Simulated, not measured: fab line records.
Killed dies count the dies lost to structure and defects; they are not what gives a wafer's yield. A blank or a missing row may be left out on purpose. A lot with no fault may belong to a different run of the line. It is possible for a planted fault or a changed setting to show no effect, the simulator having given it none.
Matching of chambers + flow n5 finfet + 4 sister chambers for N5_FIN_SAQP_MANDREL1_REMOVE_56 on rie si-01
The step chemistry HBr/Cl2/O2, target a-Si, stops on SiNx, bt time 10 s. 18 wafers are shown with their chamber, then 9 later ones without.

== WAFERS WITH THEIR CHAMBER ==
| wafer  | chamber | he backside leak sccm (sccm) | oes product au (a.u.) | mfc cl2 sccm (sccm) |
|--------|---------|------------------------------|-----------------------|---------------------|
| L074.2 | 2       | 2.9                          | 1.015                 | 80.09               |
| L074.4 | 0       | 2.5                          | 0.984                 | 79.96               |
| L074.5 | 3       | 2.4                          | 1.011                 | 80.24               |
| L075.1 | 2       | 3.0                          | 0.995                 | 79.42               |
| L075.3 | 0       | 2.5                          | 0.979                 | 79.98               |
| L075.5 | 3       | 2.5                          | 1.009                 | 80.33               |
| L077.2 | 3       | 2.6                          | 1.013                 | 79.90               |
| L077.3 | 2       | 3.1                          | 0.999                 | 79.77               |
| L077.4 | 1       | 2.8                          | 0.975                 | 80.30               |
| L087.1 | 1       | 2.8                          | 0.985                 | 79.39               |
| L087.3 | 3       | 2.5                          | 1.007                 | 79.82               |
| L087.5 | 1       | 2.6                          | 0.981                 | 79.53               |
| L089.3 | 3       | 2.6                          | 1.014                 | 79.88               |
| L089.4 | 2       | 3.0                          | 1.027                 | 80.21               |
| L089.6 | 3       | 2.6                          | 1.011                 | 79.79               |
| L090.1 | 2       | 3.0                          | 1.031                 | 80.49               |
| L090.4 | 1       | 2.6                          | 0.984                 | 79.89               |
| L090.6 | 0       | 2.3                          | 0.994                 | 79.62               |

SIGNATURES, as means of the wafers listed above
| reading               | chamber 0 | chamber 1 | chamber 2 | chamber 3 | scatter within a chamber |
|-----------------------|-----------|-----------|-----------|-----------|--------------------------|
| he backside leak sccm | 2.433     | 2.700     | 3.000     | 2.533     | 0.0926                   |
| oes product au        | 0.98567   | 0.98125   | 1.01340   | 1.01083   | 0.00946                  |
| mfc cl2 sccm          | 79.8533   | 79.7775   | 79.9960   | 79.9933   | 0.33                     |
Rule: for each reading, subtract the chamber's mean from the wafer's reading, divide by that reading's scatter and square the result; add these up over the readings and take the root, which gives the wafer's distance from the chamber. The wafer belongs to the nearest chamber; if the next one is less than 2 further off, it can't be placed. How the scatter is found: for the shown wafers, subtract from each reading the mean of its chamber, square and add these, divide the total by (wafers less chambers), then take the root.

== WAFERS WITH NO CHAMBER GIVEN ==
| wafer  | he backside leak sccm (sccm) | oes product au (a.u.) | mfc cl2 sccm (sccm) |
|--------|------------------------------|-----------------------|---------------------|
| L094.2 | 3.0                          | 1.010                 | 79.95               |
| L094.5 | 2.8                          | 0.975                 | 80.07               |
| L094.6 | 2.4                          | 0.994                 | 80.27               |
| L095.1 | 2.6                          | 0.971                 | 80.04               |
| L095.3 | 2.5                          | 0.987                 | 80.17               |
| L095.4 | 3.0                          | 1.011                 | 79.75               |
| L096.4 | 2.6                          | 0.969                 | 80.33               |
| L096.5 | 2.9                          | 1.017                 | 79.93               |
| L096.6 | 2.5                          | 1.003                 | 79.92               |

== THE CHAMBER EACH PASSED THROUGH ==
| wafer  | from the rows above          | in truth |
|--------|------------------------------|----------|
| L094.2 | 2                            | 2        |
| L094.5 | 1                            | 1        |
| L094.6 | can't be placed: 0 or 3      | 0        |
| L095.1 | can't be placed: 1 or 0      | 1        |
| L095.3 | can't be placed: 0 or 1 or 3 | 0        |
| L095.4 | 2                            | 2        |
| L096.4 | can't be placed: 1 or 0      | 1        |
| L096.5 | 2                            | 2        |
| L096.6 | can't be placed: 3 or 0      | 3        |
Placed correctly: 4 of 9. These rows do not allow placing 5 (true chamber among the candidates in 5). Number placed wrongly: 0.
